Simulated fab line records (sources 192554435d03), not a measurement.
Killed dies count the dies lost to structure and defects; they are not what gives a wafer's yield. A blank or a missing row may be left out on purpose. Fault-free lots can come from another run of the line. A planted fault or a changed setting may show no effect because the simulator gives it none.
Struck lot and sound lot, side by side    flow n5Finfet    16 out of 1938 route steps
Sound: the wafers L472.1, L472.3, L472.4. Struck: wafer L480.5. (L480.1 of the same lot was not struck and is left out.) The cause comes at the end.
Order at every step that has rows: each side's tool, ch and its chambers, its first start. Under that, the readings that differ: sound wafers    struck wafers    difference of the means    sigmas: that difference in standard deviations of wafers without a fault.
alike: readings with means less than 2 such deviations apart, plus words and numbers identical on both sides. not compared: withheld readings, readings lacking a value on some wafer, bounds such as >300 that could conceal the same value, and numbers that have no deviation in the record and whose values overlap.
Wherever a step has rows on one side only, a row that says differs or no value, or a row with sigmas, the two part there. When numbers do not overlap yet have no deviation, they are printed without sigmas and do not part them. A reading missing from all wafers of one side parts the sides only when that side holds two or more wafers.

first, 4 steps without rows for these wafers: N5_BEOL_M2_SOFTBAKE_23 (time 60 s); N5_BEOL_M2_EXPOSE_25 (exposes mask V1, defocus 5 nm); N5_BEOL_M2_PEB_26 (peb time 60 s); N5_BEOL_M2_DEVELOP_27 (develop time 30 s).
N5_BEOL_M2_CD_MEAS_28: target cd 26.2 nm, target cd y 24.1 nm.
  sound on cdSem-03 ch 0, day 9 09:39; struck on cdSem-03 ch 0, day 11 10:26
  alike: cdNm
N5_BEOL_M2_OVL_MEAS_29:
  sound on overlay-01 ch 0, day 9 09:41; struck on overlay-02 ch 0, day 11 10:28
  alike: V1_OVL
N5_BEOL_M2_INSPECT_30: inspects for defects (brightfield).
  sound: defectInspect-01 at day 9 09:44; struck: defectInspect-02 at day 11 10:31
  alike: rawDefectCount
N5_BEOL_M2_DESCUM_33: chemistry O2, time 7 s.
  sound on rieDiel-05 ch 0,1,2, day 9 09:47; struck on rieDiel-05 ch 1, day 11 10:34
reading                       sound           struck  difference  sigmas
showerheadPlenumPTorr (Torr)  1.90 1.97 2.25  2.24    +0.20       +2
  alike: drypumpMotorCurrentA, oesProductAu, rfVppV, throttleValvePct
  not compared: rfHoursCounterH
N5_BEOL_M2_ETCH_77: etches underlayer in N2/H2, target depth 6.5 nm, time 5.2 s.
  sound on rieDiel-05 ch 0,1,2, day 9 09:49; struck on rieDiel-05 ch 1, day 11 10:36
reading                       sound           struck  difference  sigmas
showerheadPlenumPTorr (Torr)  2.35 2.40 2.73  2.72    +0.23       +2
  alike: drypumpMotorCurrentA, etchRfOnTimeS, oesProductAu, rfVppV, throttleValvePct
  not compared: rfHoursCounterH
N5_BEOL_M2_ETCH_69: etches SiARC in CF4, target depth 15.6 nm, time 26 s.
  sound on rieDiel-05 ch 0,1,2, day 9 09:50; struck on rieDiel-05 ch 1, day 11 10:37
reading                       sound           struck  difference  sigmas
showerheadPlenumPTorr (Torr)  1.97 2.03 2.29  2.28    +0.18       +2
  alike: drypumpMotorCurrentA, etchRfOnTimeS, oesProductAu, rfVppV, throttleValvePct
  not compared: rfHoursCounterH
N5_BEOL_M2_ALD_98: deposits SiO2, target thk 2.5 nm, pulse time 1 s, co reactant pulse time 1 s.
  sound on aldSin-04 ch 0,2,3, day 9 09:55; struck on aldSin-03 ch 1, day 11 10:41
reading           sound     struck  difference  sigmas
heaterPowerW (W)  88 85 89  70      -17         -2
  alike: precursorPulseHeightRel
N5_BEOL_M2_ETCHBACK_99: etches SiO2 in CHF3, target depth 5 nm, time 10.4 s.
  sound on rieDiel-01 ch 1,2,3, day 9 15:33; struck on rieDiel-01 ch 1, day 11 13:21
  alike: drypumpMotorCurrentA, oes_ar_750_au, oesProductAu, rfVppV, showerheadPlenumPTorr, throttleValvePct
  not compared: rfHoursCounterH
N5_BEOL_M2_ETCH_70: etches SOC in N2/H2, target depth 80 nm, overetch 24 nm, time 130 s.
  sound on rieDiel-01 ch 1,2,3, day 9 15:35; struck on rieDiel-01 ch 1, day 11 13:23
reading                                    sound      struck  difference  sigmas
model.SiARC_of_BEOL_M2_COAT_68.thkNm (nm)  5.8 6 6.4  3.8     -2.3        
  alike: drypumpMotorCurrentA, oesProductAu, rfVppV, showerheadPlenumPTorr, throttleValvePct
  not compared: rfHoursCounterH
then, 1 step without rows for these wafers: N5_BEOL_M2_STRIP_71 (strips in N2/H2).
N5_BEOL_M4_RC_MEAS_101:
  sound on prober-01 ch 0, day 10 16:04; struck on prober-01 ch 0, day 13 00:23
reading        sound           struck  difference  sigmas
ION_P (uA/um)  451 442 451     472     +24         +3
VT_P (mV)      -254 -257 -255  -247    +8          +2
  alike: DIBL_N, DIBL_P, IOFF_N, IOFF_P, ION_N, SS_N, SS_P, VT_N
following that, these wafers have no rows for 1 step: N5_PASSIVATION_PROBE_49.

## WHERE THEY PART
At N5_BEOL_M2_DESCUM_33 first; at N5_BEOL_M4_RC_MEAS_101 last (within this record only).

WHY: whatever the simulator had introduced
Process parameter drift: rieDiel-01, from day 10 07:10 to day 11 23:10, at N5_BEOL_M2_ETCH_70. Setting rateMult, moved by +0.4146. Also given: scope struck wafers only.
